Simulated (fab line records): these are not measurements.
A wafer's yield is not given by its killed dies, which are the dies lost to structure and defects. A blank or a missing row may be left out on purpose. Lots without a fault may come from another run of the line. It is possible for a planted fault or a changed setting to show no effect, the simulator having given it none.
Which tool did it? -- flow nandHarc -- 42 wafers from 14 lots sampled at 4 of the route's 1302 steps

WHAT EACH GAUGE READ, for each wafer
NHARC_P_GATE_INSPECT_68. Usual: rawDefectCount reads 205 (standard deviation 85).
lot,measured,on,rawDefectCount,flag
L937,day 5 16:55,defectInspect-01,280 219 269,
L938,day 6 05:52,defectInspect-02,208 130 206,
L940,day 6 20:58,defectInspect-01,188 91 187,
L945,day 9 23:14,defectInspect-01,285 193 425,
L944,day 10 00:02,defectInspect-01,608 251 426,
L941,day 10 00:34,defectInspect-02,133 189 141,
L943,day 10 07:20,defectInspect-02,217 122 176,
L947,day 10 07:27,defectInspect-01,117 108 112,
L955,day 13 11:30,defectInspect-01,185 126 204,
L956,day 13 13:31,defectInspect-02,176 156 189,
L957,day 14 00:43,defectInspect-02,169 166 136,
L958,day 14 20:40,defectInspect-02,286 202 216,
L959,day 15 02:56,defectInspect-02,242 207 191,
L960,day 15 08:01,defectInspect-02,307 138 233,

NHARC_P_CONTACT_CD_MEAS_12: the cd target is 90 nm. Usual: cdNm reads 90.2 nm (standard deviation 0.62).
lot,measured,on,cdNm (nm),flag
L937,day 5 18:24,cdSem-03,90.6 91.3 91.4,
L938,day 6 07:30,cdSem-01,89.8 90.4 90.9,
L940,day 6 22:34,cdSem-03,90.4 90.0 90.3,
L945,day 10 00:51,cdSem-02,90.6 90.6 90.2,
L944,day 10 01:39,cdSem-02,90.4 90.3 90.8,
L941,day 10 02:10,cdSem-02,90.3 91.1 90.5,
L943,day 10 08:57,cdSem-03,89.4 90.3 89.6,
L947,day 10 09:06,cdSem-03,88.9 90.2 89.8,
L957,day 14 02:12,cdSem-02,90.4 90.0 90.1,
L958,day 14 22:17,cdSem-02,89.4 89.8 89.8,
L959,day 15 04:33,cdSem-02,90.4 90.4 90.3,
L960,day 15 09:40,cdSem-01,89.9 90.2 91.3,

EACH LOT AND THE TOOL THAT RAN IT (in order: tool; ch and the chambers of the sampled wafers; start)
lot,NHARC_P_GATE_STRIP_112,NHARC_P_GATE_RTA_82
L937,"plasmaAsher-01 ch 0,1, day 5 11:53","rtpAnneal-01 ch 0, day 5 16:44"
L938,"plasmaAsher-01 ch 0,1, day 6 01:32","rtpAnneal-01 ch 0, day 6 05:41"
L940,"plasmaAsher-01 ch 0,1, day 6 16:43","rtpAnneal-02 ch 0, day 6 20:46"
L945,"plasmaAsher-02 ch 0,1, day 9 18:58","rtpAnneal-02 ch 0, day 9 23:04"
L944,"plasmaAsher-02 ch 0,1, day 9 19:38","rtpAnneal-02 ch 0, day 9 23:50"
L941,"plasmaAsher-01 ch 0, day 9 20:19","rtpAnneal-02 ch 0, day 10 00:22"
L943,"plasmaAsher-01 ch 0,1, day 10 02:33","rtpAnneal-01 ch 0, day 10 07:10"
L947,"plasmaAsher-01 ch 0,1, day 10 03:02","rtpAnneal-02 ch 0, day 10 07:19"
L955,"plasmaAsher-01 ch 0,1, day 13 07:13","rtpAnneal-01, day 13 11:18"
L956,"plasmaAsher-01 ch 0,1, day 13 09:10","rtpAnneal-01, day 13 13:19"
L957,"plasmaAsher-01 ch 0,1, day 13 20:26","rtpAnneal-01 ch 0, day 14 00:32"
L958,"plasmaAsher-02 ch 0, day 14 16:32","rtpAnneal-01 ch 0, day 14 20:28"
L959,"plasmaAsher-01 ch 0,1, day 14 22:48","rtpAnneal-01 ch 0, day 15 02:48"
L960,"plasmaAsher-02 ch 0,1, day 15 03:50","rtpAnneal-02 ch 0, day 15 07:51"
- NHARC_P_GATE_STRIP_112: strips in N2/H2, time 200 s.
- NHARC_P_GATE_RTA_82: time 30 s.

AS READ BY THE TOOLS THEMSELVES (means over the sampled wafers that have a number; for cases with no such wafer, the mark the record gives instead)
NHARC_P_GATE_STRIP_112. Usual: drypumpMotorCurrentA 5.85 A, standard deviation 0.28; heaterPowerW 89 W, standard deviation 6.9.
lot,tool,drypumpMotorCurrentA (A),heaterPowerW (W),flag
L937,plasmaAsher-01,6.09,93,
L938,plasmaAsher-01,5.94,87,
L940,plasmaAsher-01,6.09,93,
L945,plasmaAsher-02,5.60,98,
L944,plasmaAsher-02,5.61,99,
L941,plasmaAsher-01,5.80,80,
L943,plasmaAsher-01,6.11,87,
L947,plasmaAsher-01,5.94,83,
L955,plasmaAsher-01,6.09,88,
L956,plasmaAsher-01,5.93,84,
L957,plasmaAsher-01,5.96,83,
L958,plasmaAsher-02,5.65,90,
L959,plasmaAsher-01,5.95,84,
L960,plasmaAsher-02,5.55,90,

NHARC_P_GATE_RTA_82. Usual: annealTempCMax 452.3, standard deviation 0.78; lampPowerPct 3.81 %, standard deviation 0.069; lamp_zone_2_pct 3.81 %, standard deviation 0.069; lamp_zone_5_pct 3.83 %, standard deviation 0.069; wafer_temp_C_max 452.0, standard deviation 0.42.
lot,tool,annealTempCMax,lampPowerPct (%),lamp_zone_2_pct (%),lamp_zone_5_pct (%),wafer_temp_C_max,flag
L937,rtpAnneal-01,451.5,3.87,3.87,3.89,451.7,
L938,rtpAnneal-01,451.6,3.87,3.87,3.88,451.9,
L940,rtpAnneal-02,452.6,3.73,3.73,3.74,452.5,
L945,rtpAnneal-02,453.2,3.73,3.73,3.74,452.1,
L944,rtpAnneal-02,453.8,3.73,3.73,3.74,452.1,
L941,rtpAnneal-02,453.3,3.73,3.72,3.74,452.4,
L943,rtpAnneal-01,452.3,3.87,3.87,3.88,451.5,
L947,rtpAnneal-02,452.6,3.73,3.73,3.74,451.9,
L955,rtpAnneal-01,-,-,-,-,-,OFF
L956,rtpAnneal-01,-,-,-,-,-,OFF
L957,rtpAnneal-01,451.9,3.86,3.87,3.89,451.9,
L958,rtpAnneal-01,451.7,3.87,3.87,3.88,451.9,
L959,rtpAnneal-01,451.8,3.87,3.87,3.89,451.8,
L960,rtpAnneal-02,452.4,3.73,3.73,3.75,451.7,

THE ANSWER, worked out from the rows above alone
Rule: a lot counts as off when the mean over its wafers that have a number is more than 3 standard deviations away from the usual mean. A lot without any number at a reading at which 4 lots or more have one is off too. The other lots that the step has rows for count as sound. First the gauges in route order, then the tools' own readings, where a lot's mean is used as printed above. At the first step where some lot is off, the reading lying furthest off is the one used; lots without a number count as furthest.
Off at NHARC_P_GATE_RTA_82 (annealTempCMax): L955, L956. Without a number there: L955, L956.
A tool fits if, at that step or a process step before it, it ran every lot that is off, and no sound lot after the first of them. No candidate that was tried fits.

WHAT THE SIMULATOR HAD PUT IN
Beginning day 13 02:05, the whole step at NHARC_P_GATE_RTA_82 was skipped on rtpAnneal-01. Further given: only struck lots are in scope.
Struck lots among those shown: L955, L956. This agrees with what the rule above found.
